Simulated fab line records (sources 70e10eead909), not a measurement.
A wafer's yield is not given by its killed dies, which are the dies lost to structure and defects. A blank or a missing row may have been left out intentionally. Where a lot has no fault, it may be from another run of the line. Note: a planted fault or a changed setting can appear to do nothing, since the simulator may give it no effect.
Chamber matching | flow nandHarc | 4 sister chambers for NHARC_A_STAIRCASE_ETCHBACK_422 on rieDiel-13
The step etches the open film in CH3F/O2, target depth 40 nm, time 74.286 s. 14 wafers are shown with their chamber, then 7 later ones without.

EACH WAFER AND ITS CHAMBER
wafer  | chamber | drypumpMotorCurrentA (A) | showerheadPlenumPTorr (Torr) | rfVppV (V)
L581.1 | 0       | 5.0                      | 2.60                         | 246.2
L581.4 | 2       | 5.1                      | 2.54                         | 244.1
L581.5 | 1       | 5.3                      | 2.49                         | 245.2
L582.2 | 1       | 5.3                      | 2.49                         | 245.6
L582.5 | 2       | 5.1                      | 2.53                         | 246.1
L582.6 | 3       | 6.4                      | 2.33                         | 241.9
L588.2 | 2       | 5.1                      | 2.52                         | 245.5
L588.4 | 1       | 5.3                      | 2.48                         | 244.1
L588.6 | 0       | 5.1                      | 2.59                         | 247.1
L595.1 | 0       | 5.0                      | 2.58                         | 246.7
L595.2 | 2       | 5.1                      | 2.52                         | 246.1
L595.6 | 3       | 6.4                      | 2.31                         | 241.5
L594.1 | 3       | 6.4                      | 2.31                         | 242.3
L594.4 | 2       | 5.1                      | 2.52                         | 245.4

SIGNATURES, as means of the wafers listed above
reading               | chamber 0 | chamber 1 | chamber 2 | chamber 3 | scatter within a chamber
drypumpMotorCurrentA  | 5.033     | 5.300     | 5.100     | 6.400     | 0.0258
showerheadPlenumPTorr | 2.5900    | 2.4867    | 2.5260    | 2.3167    | 0.00924
rfVppV                | 246.667   | 244.967   | 245.440   | 241.900   | 0.679
Rule: distance of a wafer from a chamber = root of the sum over the readings of ((wafer's reading minus chamber's mean) / reading's scatter) squared. The wafer belongs to the nearest chamber; if the next one is less than 2 further off, it can't be placed. How the scatter is found: for the shown wafers, subtract from each reading the mean of its chamber, square and add these, divide the total by (wafers less chambers), then take the root.

WAFERS WHOSE CHAMBER IS MISSING
wafer  | drypumpMotorCurrentA (A) | showerheadPlenumPTorr (Torr) | rfVppV (V)
L594.5 | 5.3                      | 2.47                         | 244.2
L600.3 | 5.1                      | 2.51                         | 245.6
L600.4 | 6.4                      | 2.30                         | 242.4
L600.6 | 5.1                      | 2.57                         | 246.1
L599.3 | 5.1                      | 2.51                         | 244.8
L599.4 | 5.1                      | 2.57                         | 245.3
L599.5 | 5.4                      | 2.46                         | 244.9

THE CHAMBER EACH PASSED THROUGH
wafer  | from the rows above     | in truth
L594.5 | 1                       | 1
L600.3 | 2                       | 2
L600.4 | 3                       | 3
L600.6 | can't be placed: 0 or 2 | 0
L599.3 | 2                       | 2
L599.4 | can't be placed: 0 or 2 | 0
L599.5 | 1                       | 1
Correctly placed: 5 of 7. Unplaceable from these rows: 2, with the true chamber sitting among the candidates in 2. Wrongly placed: 0.
